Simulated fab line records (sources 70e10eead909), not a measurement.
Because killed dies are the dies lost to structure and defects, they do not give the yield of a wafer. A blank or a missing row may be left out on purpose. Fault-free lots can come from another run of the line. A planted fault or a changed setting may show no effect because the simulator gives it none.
Which tool is to blame? + flow nand harc + 11 lots with 33 wafers sampled at 3 steps, on a route of 1302 steps

WHAT EACH GAUGE READ, for each wafer
NHARC_P_GATE_CD_MEAS_46 targets a cd of 720 nm.
| lot  | measured     | on        | cd nm (nm)        |
|------|--------------|-----------|-------------------|
| L075 | day 5 20:50  | cd sem-03 | 721.2 718.9 718.8 |
| L077 | day 6 19:43  | cd sem-01 | 718.7 716.9 720.2 |
| L079 | day 7 18:10  | cd sem-01 | 718.2 719.7 721.1 |
| L081 | day 8 07:59  | cd sem-01 | 719.0 721.4 720.6 |
| L083 | day 9 11:36  | cd sem-02 | 719.3 719.4 719.2 |
| L085 | day 10 00:22 | cd sem-01 | 718.3 720.5 719.9 |
| L088 | day 11 13:20 | cd sem-03 | 718.7 718.7 718.8 |
| L090 | day 12 05:45 | cd sem-01 | 721.1 724.0 721.9 |
| L092 | day 13 10:19 | cd sem-02 | 718.7 719.3 718.1 |
| L094 | day 13 19:52 | cd sem-01 | 719.7 721.0 721.5 |
| L097 | day 15 04:59 | cd sem-01 | 720.4 720.4 719.0 |

TOOL THAT RAN EACH LOT (tool first, then ch and the chambers of the sampled wafers, then the start)
| lot  | NHARC_P_ZERO_WELL_ETCH_65          | NHARC_P_ZERO_WELL_ETCH_63        |
|------|------------------------------------|----------------------------------|
| L075 | rie diel-05 ch 1,2,3, day 2 07:29  | rie si-05 ch 1,3, day 2 07:41    |
| L077 | rie diel-05 ch 0,1,3, day 3 03:22  | rie si-06 ch 0,2,3, day 3 03:33  |
| L079 | rie diel-04 ch 1,2,3, day 4 00:15  | rie si-05 ch 1,2,3, day 4 00:30  |
| L081 | rie diel-01 ch 0,1,3, day 4 19:32  | rie si-06 ch 1,2,3, day 4 19:43  |
| L083 | rie diel-05 ch 1,2, day 5 15:32    | rie si-06 ch 2,3, day 5 15:43    |
| L085 | rie diel-04 ch 0,1,3, day 6 11:32  | rie si-06 ch 0,3, day 6 11:41    |
| L088 | rie diel-01 ch 0,1,3, day 7 17:29  | rie si-01 ch 0,1,3, day 7 17:41  |
| L090 | rie diel-01 ch 0,2,3, day 8 13:38  | rie si-06 ch 2,3, day 8 13:50    |
| L092 | rie diel-04 ch 1,2, day 9 11:19    | rie si-01 ch 0,2, day 9 11:32    |
| L094 | rie diel-01 ch 0,1,3, day 10 05:31 | rie si-06 ch 1,2,3, day 10 05:43 |
| L097 | rie diel-04 ch 0,1,3, day 11 11:29 | rie si-05 ch 0,1,3, day 11 11:40 |
- NHARC_P_ZERO_WELL_ETCH_65: etches the open film in N2/H2, target depth 80 nm, overetch 24 nm, time 87.88 s.
- NHARC_P_ZERO_WELL_ETCH_63: etches the open film in HBr/Cl2, target depth 120 nm, time 40.1 s.

THE ANSWER, worked out from the rows above alone
Rule: the lots themselves supply what counts as usual. The widest of any qualifying gaps counts: lots, ordered by their means at a reading, are off when they make up no more than a third of the lots, leave a main group of 4 or more, and stand apart from it by 3 or more times the standard deviation of that group's means. A main group is skipped when, at the precision printed for the reading in the tables above, its means are all equal. Also off: a lot with no number at a reading for which 4 or more lots have one. The other lots that the step has rows for count as sound.
Across all readings shown, no lot is off: no conclusion can be drawn from this.

WHAT THE SIMULATOR PUT IN
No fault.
